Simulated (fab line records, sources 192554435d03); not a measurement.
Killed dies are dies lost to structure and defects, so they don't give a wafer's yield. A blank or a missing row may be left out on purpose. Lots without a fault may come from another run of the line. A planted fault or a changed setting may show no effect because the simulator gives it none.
Which tool did it? | flow n5_finfet | 24 lots, 72 wafers sampled, at 6 steps of a route of 1938

WHAT THE GAUGES READ, wafer by wafer
N5_SDB_INSPECT_36: inspects for defects (darkfield).
lot  | measured    | on                | raw_defect_count
L074 | day 3 21:50 | defect_inspect-02 | 41 27 26
L075 | day 4 07:23 | defect_inspect-01 | 53 49 44
L076 | day 4 10:32 | defect_inspect-02 | 26 17 30
L077 | day 4 17:35 | defect_inspect-02 | 34 17 32
L078 | day 4 21:40 | defect_inspect-01 | 18 30 22
L079 | day 5 06:12 | defect_inspect-01 | 33 26 49
L080 | day 5 10:32 | defect_inspect-02 | 43 38 55
L081 | day 5 15:52 | defect_inspect-02 | 42 22 17
L082 | day 5 21:50 | defect_inspect-02 | 42 26 38
L083 | day 6 02:37 | defect_inspect-02 | 26 23 37
L084 | day 6 10:18 | defect_inspect-01 | 23 45 41
L085 | day 6 17:26 | defect_inspect-02 | 14 23 20
L086 | day 7 00:26 | defect_inspect-02 | 89 75 31
L087 | day 7 05:08 | defect_inspect-02 | 16 35 14
L088 | day 7 12:59 | defect_inspect-01 | 30 73 57
L089 | day 7 16:10 | defect_inspect-02 | 42 60 61
L090 | day 7 23:42 | defect_inspect-01 | 57 32 21
L091 | day 8 04:50 | defect_inspect-01 | 25 30 31
L092 | day 8 09:26 | defect_inspect-02 | 39 25 36
L093 | day 8 13:29 | defect_inspect-02 | 37 19 39
L094 | day 8 20:55 | defect_inspect-01 | 35 19 22
L095 | day 9 05:26 | defect_inspect-01 | 43 61 46
L096 | day 9 10:13 | defect_inspect-02 | 73 32 39
L097 | day 9 18:07 | defect_inspect-01 | 10 17 24

N5_DUMMY_REMOVAL_INSPECT_06: inspects for defects (brightfield).
lot  | measured    | on                | raw_defect_count
L074 | day 3 22:05 | defect_inspect-02 | 12 11 11
L075 | day 4 07:37 | defect_inspect-02 | 15 14 8
L076 | day 4 10:46 | defect_inspect-02 | 7 20 18
L077 | day 4 17:49 | defect_inspect-01 | 10 16 19
L078 | day 4 21:54 | defect_inspect-02 | 12 8 8
L079 | day 5 06:26 | defect_inspect-01 | 10 10 24
L080 | day 5 10:56 | defect_inspect-01 | 8 12 3
L081 | day 5 16:05 | defect_inspect-02 | 9 18 10
L082 | day 5 22:10 | defect_inspect-02 | 11 13 8
L083 | day 6 02:50 | defect_inspect-02 | 22 17 10
L084 | day 6 10:32 | defect_inspect-02 | 13 8 15
L085 | day 6 17:43 | defect_inspect-01 | 12 16 5
L086 | day 7 00:43 | defect_inspect-01 | 16 35 20
L087 | day 7 05:29 | defect_inspect-02 | 6 16 4
L088 | day 7 13:13 | defect_inspect-01 | 5 9 4
L089 | day 7 16:24 | defect_inspect-01 | 14 10 15
L090 | day 7 23:55 | defect_inspect-01 | 8 17 8
L091 | day 8 05:04 | defect_inspect-01 | 4 9 11
L092 | day 8 09:40 | defect_inspect-02 | 8 6 10
L093 | day 8 13:44 | defect_inspect-02 | 15 9 13
L094 | day 8 21:13 | defect_inspect-02 | 7 8 8
L095 | day 9 05:40 | defect_inspect-01 | 3 6 10
L096 | day 9 10:26 | defect_inspect-01 | 10 2 9
L097 | day 9 18:20 | defect_inspect-02 | 12 13 10

N5_HKMG_FIN_OVL_MEAS_13.
lot  | measured    | on         | NWFM_OVL (nm)
L074 | day 4 02:55 | overlay-01 | 0.8 1.3 0.2
L075 | day 4 12:35 | overlay-02 | 0.0 0.0 -0.3
L076 | day 4 15:36 | overlay-01 | -1.3 -0.2 0.3
L077 | day 4 22:49 | overlay-01 | -0.3 0.6 -0.8
L078 | day 5 04:14 | overlay-01 | -0.5 -0.3 -0.6
L079 | day 5 10:56 | overlay-01 | 0.2 0.7 0.4
L080 | day 5 15:31 | overlay-02 | -0.2 0.7 0.3
L081 | day 5 20:50 | overlay-01 | -1.0 -0.5 -0.5
L082 | day 6 02:46 | overlay-02 | 0.3 0.5 -0.1
L083 | day 6 07:35 | overlay-01 | 2.2 -0.5 0.3
L084 | day 6 15:27 | overlay-02 | -0.6 -1.4 -1.1
L085 | day 6 22:28 | overlay-02 | 0.8 0.9 0.1
L086 | day 7 05:23 | overlay-01 | -0.4 0.0 -0.1
L087 | day 7 11:36 | overlay-02 | -1.0 0.3 0.2
L088 | day 7 17:43 | overlay-02 | 1.6 1.5 0.1
L089 | day 7 20:59 | overlay-02 | 1.0 0.2 -0.2
L090 | day 8 04:31 | overlay-01 | -1.4 -1.1 -0.8
L091 | day 8 09:56 | overlay-02 | 1.2 0.4 1.4
L092 | day 8 14:18 | overlay-01 | 0.8 -0.3 0.4
L093 | day 8 19:17 | overlay-01 | 0.8 0.3 0.5
L094 | day 9 02:05 | overlay-01 | 0.3 0.5 0.4
L095 | day 9 10:26 | overlay-01 | 0.3 0.1 1.4
L096 | day 9 16:37 | overlay-01 | 0.7 -0.1 1.1
L097 | day 9 23:14 | overlay-02 | 1.1 0.2 0.7

N5_HKMG_FIN_INSPECT_14: inspects for defects (macro).
lot  | measured    | on                | raw_defect_count
L074 | day 4 02:57 | defect_inspect-01 | 3 1 6
L075 | day 4 12:37 | defect_inspect-02 | 1 1 3
L076 | day 4 15:37 | defect_inspect-01 | 2 0 3
L077 | day 4 22:50 | defect_inspect-01 | 0 2 2
L078 | day 5 04:15 | defect_inspect-02 | 1 1 4
L079 | day 5 10:58 | defect_inspect-02 | 2 4 5
L080 | day 5 15:32 | defect_inspect-01 | 1 0 2
L081 | day 5 20:51 | defect_inspect-01 | 1 3 4
L082 | day 6 02:47 | defect_inspect-01 | 0 3 2
L083 | day 6 07:36 | defect_inspect-02 | 1 4 0
L084 | day 6 15:29 | defect_inspect-02 | 4 0 3
L085 | day 6 22:29 | defect_inspect-02 | 2 2 2
L086 | day 7 05:24 | defect_inspect-01 | 0 1 4
L087 | day 7 11:38 | defect_inspect-02 | 2 2 1
L088 | day 7 17:44 | defect_inspect-01 | 3 3 2
L089 | day 7 21:00 | defect_inspect-02 | 1 3 3
L090 | day 8 04:32 | defect_inspect-02 | 4 1 2
L091 | day 8 09:57 | defect_inspect-02 | 0 1 1
L092 | day 8 14:20 | defect_inspect-02 | 1 5 7
L093 | day 8 19:19 | defect_inspect-02 | 0 2 2
L094 | day 9 02:06 | defect_inspect-01 | 1 2 2
L095 | day 9 10:28 | defect_inspect-02 | 1 1 4
L096 | day 9 16:38 | defect_inspect-02 | 3 1 1
L097 | day 9 23:15 | defect_inspect-02 | 5 3 2

WHICH TOOL RAN EACH LOT (tool, then ch and the chambers of the sampled wafers, then the start)
lot  | N5_HKMG_FIN_STRIP_57              | N5_HKMG_FIN_PWFM_ALD_03
L074 | rie_diel-06 ch 0,1, day 4 00:01   | ald_metal-04 ch 0,1, day 4 02:11
L075 | rie_diel-06 ch 1,3, day 4 09:18   | ald_metal-04 ch 1,2, day 4 11:43
L076 | rie_diel-06 ch 0,3, day 4 12:26   | ald_metal-01 ch 0,2, day 4 14:44
L077 | rie_diel-03 ch 1,2, day 4 19:42   | ald_metal-04 ch 1,2, day 4 21:57
L078 | rie_diel-03 ch 0,2, day 5 01:08   | ald_metal-04 ch 2,3, day 5 03:22
L079 | rie_diel-02 ch 1,2, day 5 07:59   | ald_metal-01 ch 0,3, day 5 10:12
L080 | rie_diel-03 ch 0,2, day 5 12:36   | ald_metal-01 ch 0,1,2, day 5 14:46
L081 | rie_diel-03 ch 2,3, day 5 17:51   | ald_metal-03 ch 0,2, day 5 20:05
L082 | rie_diel-02 ch 0,1,3, day 5 23:50 | ald_metal-03 ch 0,1,2, day 6 02:01
L083 | rie_diel-03 ch 0,1,3, day 6 04:33 | ald_metal-03 ch 0,1, day 6 06:43
L084 | rie_diel-06 ch 0,2, day 6 12:22   | ald_metal-04 ch 1,2,3, day 6 14:35
L085 | rie_diel-06 ch 0,1,2, day 6 19:26 | ald_metal-03 ch 1,2,3, day 6 21:36
L086 | rie_diel-03 ch 0,1,3, day 7 02:21 | ald_metal-04 ch 0,2, day 7 04:31
L087 | rie_diel-06 ch 0,2, day 7 08:34   | ald_metal-04 ch 0,2, day 7 10:44
L088 | rie_diel-03 ch 1,2, day 7 14:49   | ald_metal-03 ch 2,3, day 7 16:58
L089 | rie_diel-02 ch 2,3, day 7 17:57   | ald_metal-03 ch 0,1,2, day 7 20:07
L090 | rie_diel-03 ch 0,3, day 8 01:28   | ald_metal-01 ch 0,1,3, day 8 03:39
L091 | rie_diel-03 ch 0,2,3, day 8 06:45 | ald_metal-03 ch 1,2,3, day 8 09:04
L092 | rie_diel-06 ch 0,2,3, day 8 11:13 | ald_metal-03 ch 0,1,3, day 8 13:26
L093 | rie_diel-02 ch 0,3, day 8 15:47   | ald_metal-03 ch 0,2, day 8 18:26
L094 | rie_diel-06 ch 0,1,3, day 8 23:10 | ald_metal-03 ch 0,1,3, day 9 01:20
L095 | rie_diel-06 ch 0,2,3, day 9 07:24 | ald_metal-01 ch 1,2,3, day 9 09:34
L096 | rie_diel-02 ch 0,2,3, day 9 12:16 | ald_metal-01 ch 0,1,3, day 9 15:52
L097 | rie_diel-03 ch 1,2,3, day 9 20:01 | ald_metal-01 ch 1,2,3, day 9 22:22
- N5_HKMG_FIN_STRIP_57: strips in CF4.
- N5_HKMG_FIN_PWFM_ALD_03: deposits TiN, target thk 2 nm, pulse time 1 s, purge time 3 s.

WHAT THE TOOLS THEMSELVES READ (means of the sampled wafers that have a number; where no wafer has one, the mark that the record gives instead)
N5_HKMG_FIN_STRIP_57.
lot  | tool        | drypump_motor_current_A (A) | oes_product_au (a.u.) | rf_vpp_V (V) | showerhead_plenum_p_Torr (Torr) | throttle_valve_pct (%)
L074 | rie_diel-06 | 6.1                         | 0.85                  | 271.8        | 1.80                            | 13.29
L075 | rie_diel-06 | 6.0                         | 0.82                  | 272.4        | 1.80                            | 13.42
L076 | rie_diel-06 | 6.0                         | 0.88                  | 273.1        | 1.89                            | 13.08
L077 | rie_diel-03 | 5.6                         | 0.77                  | 270.2        | 1.77                            | 13.82
L078 | rie_diel-03 | 5.9                         | 0.88                  | 272.0        | 1.83                            | 13.64
L079 | rie_diel-02 | 5.6                         | 0.68                  | 270.5        | 1.79                            | 13.64
L080 | rie_diel-03 | 5.7                         | 0.90                  | 273.6        | 1.87                            | 13.60
L081 | rie_diel-03 | 5.6                         | 0.90                  | 273.0        | 1.87                            | 13.44
L082 | rie_diel-02 | 5.7                         | 0.82                  | 270.4        | 1.81                            | 13.50
L083 | rie_diel-03 | 5.8                         | 0.88                  | 271.9        | 1.85                            | 13.43
L084 | rie_diel-06 | 5.8                         | 0.87                  | 272.6        | 1.86                            | 13.01
L085 | rie_diel-06 | 5.8                         | 0.83                  | 272.2        | 1.81                            | 13.18
L086 | rie_diel-03 | 5.8                         | 0.87                  | 272.1        | 1.84                            | 13.46
L087 | rie_diel-06 | 5.8                         | 0.86                  | 272.8        | 1.86                            | 13.03
L088 | rie_diel-03 | 5.6                         | 0.90                  | 272.9        | 1.90                            | 13.53
L089 | rie_diel-02 | 5.1                         | 0.77                  | 270.7        | 1.79                            | 13.36
L090 | rie_diel-03 | 6.0                         | 0.82                  | 271.6        | 1.80                            | 13.58
L091 | rie_diel-03 | 5.7                         | 0.84                  | 271.4        | 1.83                            | 13.54
L092 | rie_diel-06 | 5.7                         | 0.83                  | 273.0        | 1.86                            | 13.15
L093 | rie_diel-02 | 5.4                         | 0.83                  | 271.2        | 1.80                            | 13.38
L094 | rie_diel-06 | 6.0                         | 0.81                  | 272.2        | 1.83                            | 13.33
L095 | rie_diel-06 | 5.7                         | 0.82                  | 272.4        | 1.85                            | 13.16
L096 | rie_diel-02 | 5.6                         | 0.78                  | 270.2        | 1.78                            | 13.55
L097 | rie_diel-03 | 5.6                         | 0.85                  | 272.8        | 1.87                            | 13.45

N5_HKMG_FIN_PWFM_ALD_03.
lot  | tool         | heater_power_w (W) | precursor_pulse_height_rel
L074 | ald_metal-04 | 876                | 1.010
L075 | ald_metal-04 | 772                | 1.002
L076 | ald_metal-01 | 797                | 1.000
L077 | ald_metal-04 | 754                | 0.996
L078 | ald_metal-04 | 812                | 0.990
L079 | ald_metal-01 | 822                | 0.994
L080 | ald_metal-01 | 921                | 1.007
L081 | ald_metal-03 | 832                | 1.001
L082 | ald_metal-03 | 833                | 1.010
L083 | ald_metal-03 | 800                | 1.001
L084 | ald_metal-04 | 830                | 0.986
L085 | ald_metal-03 | 846                | 0.989
L086 | ald_metal-04 | 963                | 1.005
L087 | ald_metal-04 | 966                | 0.970
L088 | ald_metal-03 | 868                | 1.010
L089 | ald_metal-03 | 830                | 0.999
L090 | ald_metal-01 | 915                | 1.017
L091 | ald_metal-03 | 837                | 1.010
L092 | ald_metal-03 | 810                | 1.000
L093 | ald_metal-03 | 866                | 1.021
L094 | ald_metal-03 | 821                | 1.010
L095 | ald_metal-01 | 915                | 0.999
L096 | ald_metal-01 | 904                | 0.996
L097 | ald_metal-01 | 925                | 1.008

THE ANSWER, worked out from the rows above alone
Rule: what is usual is taken from the lots themselves. Put in order of their means at a reading, lots are off if they are a third of the lots or fewer, leave a main group of 4 or more, and stand apart from it by a gap of 3 or more times the standard deviation of the main group's means; of several such gaps the widest counts. A main group whose means are all the same, to the digits that the tables above print for the reading, isn't used. A lot without any number at a reading at which 4 lots or more have one is off too. The other lots that the step has rows for count as sound. The gauges are gone through in route order, then the tools' own readings, and for those a lot's mean is taken as printed above. The first step at which some lot is off is used, and at that step the reading that is off furthest; a lot without a number counts as furthest.
No lot is off at any reading shown: from this, nothing can be told.

WHAT THE SIMULATOR HAD PUT IN
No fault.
